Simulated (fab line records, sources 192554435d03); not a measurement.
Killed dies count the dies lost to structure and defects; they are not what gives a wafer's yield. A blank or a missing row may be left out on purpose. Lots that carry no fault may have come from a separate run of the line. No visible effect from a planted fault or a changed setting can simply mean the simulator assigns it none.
A struck lot beside a sound one	flow n5Finfet	25 steps out of a route of 1938
Sound: the wafers L343.4, L343.5, L343.6. Wafers struck: L349.1, L349.3, L349.4. At the end, the cause is stated.
Per side, at each step with rows, come the tool, then ch with its chambers, and then its first start. Under that, the readings that differ: sound wafers	struck wafers	difference of the means	sigmas: that difference in standard deviations of wafers without a fault.
alike: same words and numbers on both sides, and readings whose means sit less than 2 such deviations apart. not compared: any withheld reading, any reading some wafer has no value for, any bound like >300 that may hide the same value, and any number with overlapping values for which the record gives no deviation.
The two part at a step that has a row with sigmas, a row that says differs or no value, or rows on one side only. Numbers that have no deviation but don't overlap get no sigmas and don't part them. Lack of a reading on every wafer of one side parts them only where that side has two or more wafers.

first, 9 steps without rows for these wafers: N5_BEOL_M0_SAQP_EXPOSE_11 (exposes mask M0 CORE, target cd 42 nm); N5_BEOL_M0_SAQP_PEB_12 (peb time 60 s); N5_BEOL_M0_SAQP_DEVELOP_13 (develop time 30 s); N5_BEOL_M0_SAQP_DESCUM_19 (chemistry O2, time 7.9 s); N5_BEOL_M0_SAQP_ETCH_83 (etches SiARC in CF4, target depth 39 nm, time 65 s); N5_BEOL_M0_SAQP_ETCH_84 (etches SOC in N2/H2, target depth 100 nm, overetch 20 nm, time 150 s); N5_BEOL_M0_SAQP_STRIP_80 (strips in N2/H2); N5_BEOL_M0_SAQP_HM_OPEN_112 (chemistry CHF3/O2, target SiO2, stops on a-Si, target depth 12 nm, time 13.5 s); N5_BEOL_M0_SAQP_STRIP_113 (strips in CHF3/O2).
N5_BEOL_M0_SAQP_MANDREL_ETCH_20: etches a-Si in HBr/Cl2, stops on SiNx, target depth 60 nm, bt time 10 s, time 30 s.
  sound on rieSi-06 ch 0,1,2, day 8 07:13; struck on rieSi-06 ch 1,2,3, day 9 10:16
reading	sound	struck	difference	sigmas
biasW (W)	74.75 74.96 75.28	93.68 93.65 93.60	+18.65	+85
model.SOC_of_BEOL_M0_SAQP_COAT_81.thkNm (nm)	76 76.8 76.2	73.6 74.2 74	-2.4	
model.SiNx_of_BEOL_M0_SAQP_PECVD_97.thkNm (nm)	18.6 19 18.8	16.4 17 17	-2.0	
  alike: drypumpMotorCurrentA, mfcCl2Sccm, oesProductAu, throttleValvePct
  not compared: rfHoursCounterH
then, 12 steps without rows for these wafers: N5_BEOL_M0_SAQP_STRIP_86 (strips in N2/H2); N5_BEOL_M0_SAQP_STRIP_115 (strips in post etch residue remover, time 60 s); N5_BEOL_M0_SAQP_SRD_93 (time 30 s); N5_BEOL_M0_SAQP_RECESS_114 (chemistry HF/NH3, target SiO2, target depth 14.4 nm, afs cycles 3, sublimation time 60 s); N5_BEOL_M0_SAQP_SPACER1_ALD_98 (deposits SiO2, target thk 12.8 nm, pulse time 1 s, purge time 2 s); N5_BEOL_M0_SAQP_SPACER1_ETCHBACK_99 (etches SiO2 in CHF3/O2, target depth 15.4 nm, time 7.7 s); N5_BEOL_M0_SAQP_MANDREL1_REMOVE_100 (chemistry HBr/Cl2/O2, target a-Si, stops on SiNx, bt time 10 s); N5_BEOL_M0_SAQP_ETCH_101 (etches SiNx in CH3F/O2, target depth 29.9 nm, time 42.7 s); N5_BEOL_M0_SAQP_ETCH_102 (etches SiO2 in CF4, target depth 4 nm, time 4.4 s); N5_BEOL_M0_SAQP_MANDREL_ETCH_103 (etches a-Si in HBr/Cl2, stops on SiCN, target depth 45 nm, bt time 10 s, time 27 s); N5_BEOL_M0_SAQP_RECESS_104 (chemistry HF/NH3, target SiO2, target depth 18 nm, afs cycles 3, sublimation time 60 s); N5_BEOL_M0_SAQP_COAT_105 (time 60 s, resist thk 100 nm).
N5_BEOL_M0_SAQP_ETCH_106: etches SOC in N2/H2, stops on SiNx, target depth 150 nm.
  sound on rieDiel-03 ch 0,1,2, day 8 09:41; struck on rieDiel-05 ch 0,2,3, day 9 12:16
reading	sound	struck	difference	sigmas
rfHoursCounterH (h)	- - -	63 233 158	no value on the sound wafers	
model.SiNx_of_BEOL_M0_SAQP_PECVD_97.thkNm (nm)	15.6 16 15.8	13.4 14 14	-2.0	
  alike: biasW, drypumpMotorCurrentA, oesProductAu, rfVppV, showerheadPlenumPTorr, throttleValvePct
then, 1 step without rows for these wafers: N5_BEOL_M0_SAQP_ETCH_107 (etches SiNx in CH3F/O2, target depth 30 nm).
-- here the record skips 2 days between the struck wafers' starts before and after, leaving off in module BEOL_M0_SAQP and picking up in module BEOL_M4 (first step shown: number 1111 of the route) --
N5_BEOL_M4_RC_MEAS_101:
  sound on prober-02 ch 0, day 10 00:35; struck on prober-01 ch 0, day 11 22:49
  alike: DIBL_N, DIBL_P, IOFF_N, IOFF_P, ION_N, ION_P, SS_N, SS_P, VT_N, VT_P

## WHERE THEY PART
Earliest at N5_BEOL_M0_SAQP_MANDREL_ETCH_20; latest, in this record, at N5_BEOL_M0_SAQP_ETCH_106. Later steps at which nothing parts them and some readings are alike: N5_BEOL_M4_RC_MEAS_101.

WHY: what had been put in by the simulator
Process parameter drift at N5_BEOL_M0_SAQP_MANDREL_ETCH_20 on rieSi-06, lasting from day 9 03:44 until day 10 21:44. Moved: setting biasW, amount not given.
